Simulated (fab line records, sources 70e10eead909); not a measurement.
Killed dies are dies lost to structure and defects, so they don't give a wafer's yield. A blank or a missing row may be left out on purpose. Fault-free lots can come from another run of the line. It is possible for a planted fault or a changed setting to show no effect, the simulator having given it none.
Chamber matching ; flow nand harc ; NHARC_A_SGD_CUT_CMP_21 on cmp-04 has 4 sister chambers
The step polishes, target thk 148.19 nm. 7 wafers are shown with their chamber, then 8 later ones without.

WAFERS WITH THEIR CHAMBER
wafer;chamber;motor current A (A);time to endpoint s (s)
L081.5;2;11.2;49.7
L081.6;3;10.4;48.3
L087.5;1;10.0;48.3
L086.3;3;10.9;51.4
L086.4;1;10.3;51.0
L086.5;0;11.8;55.4
L089.1;0;11.4;50.4

WAFERS MISSING THEIR CHAMBER
wafer;motor current A (A);time to endpoint s (s)
L089.5;10.4;45.0
L089.6;10.7;44.2
L094.1;11.0;47.6
L094.4;10.0;48.6
L094.6;9.6;44.9
L095.3;9.7;45.5
L095.5;9.7;46.1
L095.6;10.4;48.2

THE CHAMBER EACH PASSED THROUGH
wafer;from the rows above;in truth
L089.5;can't be placed: 1 or 3 or 2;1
L089.6;can't be placed: 3 or 2 or 1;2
L094.1;can't be placed: 2 or 3 or 0 or 1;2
L094.4;can't be placed: 1 or 3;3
L094.6;can't be placed: 1 or 3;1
L095.3;can't be placed: 1 or 3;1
L095.5;can't be placed: 1 or 3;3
L095.6;can't be placed: 1 or 3 or 2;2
Placed correctly: 0 of 8. From these rows, 8 cannot be placed; in 8 the true chamber is one of the candidates. 0 placed wrongly.
How it was worked out, from the rows above alone: a wafer's distance from a chamber is the root of the sum, over the readings, of the square of ((its reading less the chamber's mean) divided by the reading's scatter). If the next closest chamber is less than 2 further off than the closest, the wafer can't be placed; otherwise it belongs to the closest. The mean given for a chamber averages the wafers shown for that chamber. How the scatter is found: for the shown wafers, subtract from each reading the mean of its chamber, square and add these, divide the total by (wafers less chambers), then take the root.
